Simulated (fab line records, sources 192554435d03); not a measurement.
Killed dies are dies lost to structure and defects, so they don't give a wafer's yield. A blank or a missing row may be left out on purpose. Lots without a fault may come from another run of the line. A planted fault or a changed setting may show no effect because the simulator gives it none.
A struck lot beside a sound one | flow n5_finfet | 16 steps out of a route of 1938
Sound: wafers L769.2, L769.3, L769.6. Struck: wafers L774.2, L774.3, L774.6. The cause comes at the end.
At each step with rows: each side's tool, then ch and its chambers, then its first start. Under that, the readings that differ: sound wafers | struck wafers | difference of the means | sigmas: that difference in standard deviations of wafers without a fault.
alike: readings whose means differ by less than 2 such deviations, and words and numbers that are the same on both sides. not compared: withheld readings, readings that some wafer has no value for, bounds like >300 that may hide the same value, and numbers for which the record gives no deviation and whose values overlap.
The two part at a step that has a row with sigmas, a row that says differs or no value, or rows on one side only. Numbers that don't overlap but have no deviation are shown without sigmas and don't part them. A reading that every wafer of one side lacks parts them only if that side has two wafers or more.

N5_MOL_CONTACT_COAG_DESCUM_13: chemistry O2, time 7 s.
  sound on rie_diel-02 ch 0,1,3, day 5 20:36; struck on rie_diel-05 ch 0,3, day 7 03:58
  alike: bias_power_w, drypump_motor_current_A, oes_product_au, rf_vpp_V, showerhead_plenum_p_Torr, throttle_valve_pct
  not compared: rf_hours_counter_h
N5_MOL_CONTACT_COAG_ETCH_59: etches underlayer in N2/H2, target depth 13 nm, time 10.4 s.
  sound on rie_diel-02 ch 0,1,3, day 5 20:38; struck on rie_diel-05 ch 0,3, day 7 04:01
  alike: bias_w, drypump_motor_current_A, etch_rf_on_time_s, oes_product_au, rf_vpp_V, showerhead_plenum_p_Torr, throttle_valve_pct
  not compared: rf_hours_counter_h
N5_MOL_CONTACT_COAG_ETCH_105: etches SiARC in CF4, target depth 15.6 nm, time 26 s.
  sound on rie_diel-02 ch 0,1,3, day 5 20:39; struck on rie_diel-05 ch 0,3, day 7 04:02
  alike: bias_w, drypump_motor_current_A, etch_rf_on_time_s, oes_product_au, rf_vpp_V, showerhead_plenum_p_Torr, throttle_valve_pct
  not compared: rf_hours_counter_h
then, 5 steps without rows for these wafers: N5_MOL_CONTACT_COAG_ETCH_106 (etches SOC in N2/H2, target depth 80 nm, overetch 16 nm, time 120 s); N5_MOL_CONTACT_COAG_STRIP_107 (strips in N2/H2); N5_MOL_CONTACT_COAG_STRIP_108 (strips in N2/H2); N5_MOL_CONTACT_COAG_CONTACT_ETCH_14 (etches SiO2 in C4F6/O2, target depth 27.5 nm, overetch 8.5 nm, time 20 s); N5_MOL_CONTACT_COAG_STRIP_109 (strips in C4F6/O2).
N5_MOL_CONTACT_COAG_ETCH_15: etches SiNx in CH3F/O2, stops on Si:P, target depth 7 nm.
  sound on rie_diel-02 ch 0,1,3, day 5 20:49; struck on rie_diel-05 ch 0,3, day 7 04:11
  alike: bias_w, drypump_motor_current_A, oes_product_au, rf_vpp_V, showerhead_plenum_p_Torr, throttle_valve_pct
  not compared: rf_hours_counter_h
then, 1 step without rows for these wafers: N5_MOL_CONTACT_COAG_ETCH_110 (etches Si in CF4/O2, target depth 2.5 nm, time 8 s).
N5_MOL_CONTACT_COAG_STRIP_98: strips in N2/H2.
  sound on rie_diel-02 ch 0,1,3, day 5 20:55; struck on rie_diel-05 ch 0,3, day 7 04:18
  alike: bias_power_w, drypump_motor_current_A, oes_product_au, rf_vpp_V, showerhead_plenum_p_Torr, throttle_valve_pct
  not compared: rf_hours_counter_h
N5_MOL_CONTACT_COAG_CD_MEAS_99: target cd 17.2 nm.
  sound on cd_sem-01, day 5 20:59; struck on cd_sem-03, day 7 04:22
  alike: cd_nm
N5_MOL_CONTACT_COAG_IMPLANT_129:
  sound on implanter-02 ch 0, day 5 21:04; struck on implanter-02 ch 0, day 7 04:26
  reading       | sound                         | struck                       | difference | sigmas
  beam_on_s (s) | 38.1 39.4 38.8                | 20.3 20.1 20.4               | -18.5      | -22
  dose_ions_cm2 | 5.993e+14 5.997e+14 5.995e+14 | 3.17e+14 3.166e+14 3.181e+14 | -2.82e+14  | -99 or more
then, 1 step without rows for these wafers: N5_MOL_CONTACT_COAG_PRECLEAN_111 (cleans in NF3:NH3, afs cycles 1, time 20 s, sublimation time 60 s).
-- the record jumps here: 5 days lie between the struck wafers' starts before and after (it left off in module MOL_CONTACT_COAG and takes up again in module BEOL_M4, whose first step shown is number 1111 of the route) --
N5_BEOL_M4_RC_MEAS_101:
  sound on prober-02 ch 0, day 10 07:04; struck on prober-02 ch 0, day 11 17:26
  alike: DIBL_N, DIBL_P, IOFF_N, IOFF_P, ION_N, ION_P, SS_N, SS_P, VT_N, VT_P
N5_PASSIVATION_PROBE_49:
  the record has rows for the sound wafers here (prober-02, day 15 20:04) and none for the struck ones

WHERE THEY PART
First at N5_MOL_CONTACT_COAG_IMPLANT_129; last, within this record, at N5_PASSIVATION_PROBE_49.

WHY: what the simulator had put in
Process parameter drift: implanter-02, from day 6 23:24 on, at N5_MOL_CONTACT_COAG_IMPLANT_129. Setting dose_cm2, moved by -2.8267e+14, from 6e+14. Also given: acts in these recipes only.
